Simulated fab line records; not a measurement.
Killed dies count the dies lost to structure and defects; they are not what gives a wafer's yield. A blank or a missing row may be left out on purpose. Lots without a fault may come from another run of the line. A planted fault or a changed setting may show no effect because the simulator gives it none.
Problem report in the 8D (eight disciplines) form, filled by code || flow n5Finfet || the parts of the form that need people (team, actions taken, sign-off) are left out

1. PROBLEM STATEMENT
Wafers without a fault read 3251 sccm, standard deviation 10; h2FlowSccm at N5_BEOL_M12_STRIP_63 reads a mean of 2938 sccm on 5 wafers belonging to 2 lots. Relative to the usual mean, that is a shift of -31 standard deviations.
The step: strips in N2/H2.
Earliest sighting: wafer L285.1 on plasmaAsher-01 at day 13 19:52. At this step, 36 wafers from 12 lots have a number in the record. Rule for "out" (also "out of limits"): further than 4 standard deviations from the usual mean. The rest of the wafers with a number are treated as sound.

2. WHAT IT IS; WHAT IT IS NOT
{"question": "which readings at this step", "is": "h2FlowSccm", "is not": "drypumpMotorCurrentA, heaterPowerW, stripTimeToEndpointS"}
{"question": "which lots", "is": "L285, L286", "is not": "L272, L273, L274, L275, L276, L277, L280, L282, L283, L284"}
{"question": "which wafers of those lots", "is": "L285.1, L285.4, L286.1, L286.3, L286.6", "is not": "L285.3"}
{"question": "read on which tools", "is": "plasmaAsher-01", "is not": "plasmaAsher-02"}
{"question": "when", "is": "from day 13 19:52", "is not": "up to then (31 sound wafers)"}

3. WHAT RULES OUT EACH SUSPECT
Counting: if a tool at a process step up to the reading ran every lot that is out, it stays a suspect. Sound lots after the first of them don't rule it out here, since some wafers of a struck lot are sound.
- plasmaAsher-01 at N5_BEOL_M12_STRIP_63 (strips in N2/H2): kept. It processed each lot that is out (first: L285, day 13 19:52); up to then, its last sound lot is L282 (day 13 11:22). Its own readings are out on those wafers: h2FlowSccm.
- At N5_BEOL_M12_STRIP_63 on plasmaAsher-01, chamber 1 took the sound wafers of the same lots and chamber 0 took the wafers that are out.
Remaining after the count: plasmaAsher-01 at N5_BEOL_M12_STRIP_63.

4. THE CAUSE (what the simulator had put in)
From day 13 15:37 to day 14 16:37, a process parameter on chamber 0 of plasmaAsher-01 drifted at N5_BEOL_M12_STRIP_63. A move of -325 in setting h2FlowSccm, from 3250. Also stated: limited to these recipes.
After counting, this tool was the only one left.

5. THE EFFECT CHAIN, in route order
Each row: a reading whose mean over the struck wafers that have a number lies more than 3 standard deviations from the usual. Only readings for which the record gives a usual standard deviation are gone through. hours: the time from each lot's start at the first step in this table that gives one to its start at this step, as a median over the lots. sigmas: the change in usual standard deviations.
{"hours": 0, "step": "N5_BEOL_M12_STRIP_63", "reading": "h2FlowSccm", "usual": "3251 sccm", "on struck wafers": 2938, "change": -313, "sigmas": -31}
Process steps it contains:
- N5_BEOL_M12_STRIP_63: strips in N2/H2.

6. WHAT WOULD HAVE CAUGHT IT SOONER
In this record the first reading out of limits was taken at day 13 19:52, 4 hours after the fault began at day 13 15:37.
